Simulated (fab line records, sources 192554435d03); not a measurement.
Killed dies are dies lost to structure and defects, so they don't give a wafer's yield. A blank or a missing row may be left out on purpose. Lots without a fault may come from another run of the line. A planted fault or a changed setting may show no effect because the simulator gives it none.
Which tool did it? | flow n5_finfet | 12 lots, 36 wafers sampled, at 2 steps of a route of 1938

WHAT THE GAUGES READ, wafer by wafer
N5_BEOL_M9_CD_MEAS_35: target cd 70 nm, target cd y 40 nm.
lot  | measured     | on        | cd_nm (nm)
L077 | day 10 01:32 | cd_sem-03 | 69.7 69.6 69.1
L075 | day 10 13:37 | cd_sem-03 | 70.6 70.2 70.7
L080 | day 11 02:23 | cd_sem-02 | 70.7 70.7 70.7
L081 | day 12 07:59 | cd_sem-02 | 69.3 69.3 69.9
L082 | day 12 11:32 | cd_sem-03 | 69.7 69.4 70.2
L085 | day 12 16:19 | cd_sem-02 | 69.6 69.6 69.7
L087 | day 13 12:45 | cd_sem-01 | 69.9 70.4 70.8
L088 | day 13 13:41 | cd_sem-02 | 70.2 69.7 70.1
L091 | day 14 13:41 | cd_sem-03 | 70.8 70.0 70.2
L093 | day 14 16:18 | cd_sem-02 | 69.7 70.7 70.2
L095 | day 15 07:38 | cd_sem-01 | 69.9 69.3 69.1
L097 | day 15 16:02 | cd_sem-03 | 69.6 69.6 69.4

WHICH TOOL RAN EACH LOT (tool, then ch and the chambers of the sampled wafers, then the start)
lot  | N5_BEOL_M9_STRIP_36
L077 | rie_diel-05 ch 0,1,3, day 10 01:05
L075 | rie_diel-02 ch 0,1, day 10 13:14
L080 | rie_diel-05 ch 0,1, day 11 02:01
L081 | rie_diel-05 ch 0,1,2, day 12 07:36
L082 | rie_diel-06 ch 1,2, day 12 11:10
L085 | rie_diel-06 ch 0,2,3, day 12 15:58
L087 | rie_diel-02 ch 0,1,3, day 13 12:23
L088 | rie_diel-02 ch 2,3, day 13 13:18
L091 | rie_diel-05 ch 0,3, day 14 13:19
L093 | rie_diel-05 ch 1,3, day 14 15:56
L095 | rie_diel-06 ch 1,3, day 15 07:10
L097 | rie_diel-05 ch 1,2,3, day 15 15:34
- N5_BEOL_M9_STRIP_36: strips in N2/H2.

THE ANSWER, worked out from the rows above alone
Rule: what is usual is taken from the lots themselves. Put in order of their means at a reading, lots are off if they are a third of the lots or fewer, leave a main group of 4 or more, and stand apart from it by a gap of 3 or more times the standard deviation of the main group's means; of several such gaps the widest counts. A main group whose means are all the same, to the digits that the tables above print for the reading, isn't used. A lot without any number at a reading at which 4 lots or more have one is off too. The other lots that the step has rows for count as sound.
No lot is off at any reading shown: from this, nothing can be told.

WHAT THE SIMULATOR HAD PUT IN
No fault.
